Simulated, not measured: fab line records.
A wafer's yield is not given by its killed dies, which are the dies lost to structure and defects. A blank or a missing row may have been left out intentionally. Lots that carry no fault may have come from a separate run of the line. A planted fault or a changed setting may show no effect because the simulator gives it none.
Matching of chambers + flow n5-finfet + N5_FIN_SAQP_ETCH_34 on rie-diel-01 has 4 sister chambers
The step etches SiO2 in C4F6/O2, target depth 45 nm, time 15 s. 20 wafers are shown with their chamber, then 10 later ones without.

## WAFERS WITH THEIR CHAMBER
| wafer  | chamber | drypump-motor-current-A (A) | showerhead-plenum-p-Torr (Torr) | throttle-valve-pct (%) |
|--------|---------|-----------------------------|---------------------------------|------------------------|
| L077.2 | 1       | 5.2                         | 2.76                            | 21.35                  |
| L077.4 | 3       | 5.7                         | 2.98                            | 21.19                  |
| L077.6 | 2       | 5.2                         | 2.86                            | 21.06                  |
| L078.3 | 3       | 5.8                         | 2.98                            | 21.19                  |
| L078.4 | 1       | 5.2                         | 2.76                            | 21.38                  |
| L078.5 | 0       | 6.3                         | 2.85                            | 21.27                  |
| L080.3 | 2       | 5.2                         | 2.85                            | 21.07                  |
| L080.4 | 1       | 5.2                         | 2.76                            | 21.37                  |
| L080.5 | 0       | 6.3                         | 2.85                            | 21.31                  |
| L083.1 | 2       | 5.1                         | 2.85                            | 21.08                  |
| L083.3 | 3       | 5.8                         | 2.97                            | 21.21                  |
| L083.6 | 0       | 6.3                         | 2.84                            | 21.30                  |
| L086.3 | 1       | 5.2                         | 2.75                            | 21.41                  |
| L086.4 | 1       | 5.2                         | 2.75                            | 21.40                  |
| L086.5 | 0       | 6.3                         | 2.84                            | 21.33                  |
| L088.2 | 2       | 5.1                         | 2.85                            | 21.07                  |
| L088.3 | 0       | 6.3                         | 2.84                            | 21.33                  |
| L088.6 | 1       | 5.2                         | 2.75                            | 21.39                  |
| L089.1 | 0       | 6.3                         | 2.84                            | 21.33                  |
| L089.4 | 3       | 5.8                         | 2.96                            | 21.21                  |

SIGNATURES, as means of the wafers listed above
| reading                  | chamber 0 | chamber 1 | chamber 2 | chamber 3 | scatter within a chamber |
|--------------------------|-----------|-----------|-----------|-----------|--------------------------|
| drypump-motor-current-A  | 6.300     | 5.200     | 5.150     | 5.775     | 0.0331                   |
| showerhead-plenum-p-Torr | 2.8433    | 2.7550    | 2.8525    | 2.9725    | 0.00629                  |
| throttle-valve-pct       | 21.3117   | 21.3833   | 21.0700   | 21.2000   | 0.0191                   |
Rule: a wafer's distance from a chamber is the root of the sum, over the readings, of the square of ((its reading less the chamber's mean) divided by the reading's scatter). If the next closest chamber is less than 2 further off than the closest, the wafer can't be placed; otherwise it belongs to the closest. The scatter: the root of (the sum of the squares of (reading less its chamber's mean) over the shown wafers, divided by (wafers less chambers)).

## WAFERS MISSING THEIR CHAMBER
| wafer  | drypump-motor-current-A (A) | showerhead-plenum-p-Torr (Torr) | throttle-valve-pct (%) |
|--------|-----------------------------|---------------------------------|------------------------|
| L089.6 | 5.1                         | 2.85                            | 21.09                  |
| L092.3 | 6.3                         | 2.84                            | 21.32                  |
| L092.5 | 5.2                         | 2.75                            | 21.40                  |
| L092.6 | 6.3                         | 2.84                            | 21.34                  |
| L093.1 | 5.7                         | 2.96                            | 21.24                  |
| L093.3 | 5.1                         | 2.84                            | 21.10                  |
| L093.5 | 5.7                         | 2.96                            | 21.23                  |
| L096.2 | 5.2                         | 2.74                            | 21.44                  |
| L096.3 | 5.7                         | 2.96                            | 21.25                  |
| L096.5 | 5.1                         | 2.84                            | 21.10                  |

## EACH ONE'S CHAMBER
| wafer  | from the rows above | in truth |
|--------|---------------------|----------|
| L089.6 | 2                   | 2        |
| L092.3 | 0                   | 0        |
| L092.5 | 1                   | 1        |
| L092.6 | 0                   | 0        |
| L093.1 | 3                   | 3        |
| L093.3 | 2                   | 2        |
| L093.5 | 3                   | 3        |
| L096.2 | 1                   | 1        |
| L096.3 | 3                   | 3        |
| L096.5 | 2                   | 2        |
Correctly placed: 10 of 10. Left unplaced by these rows: 0. 0 placed wrongly.
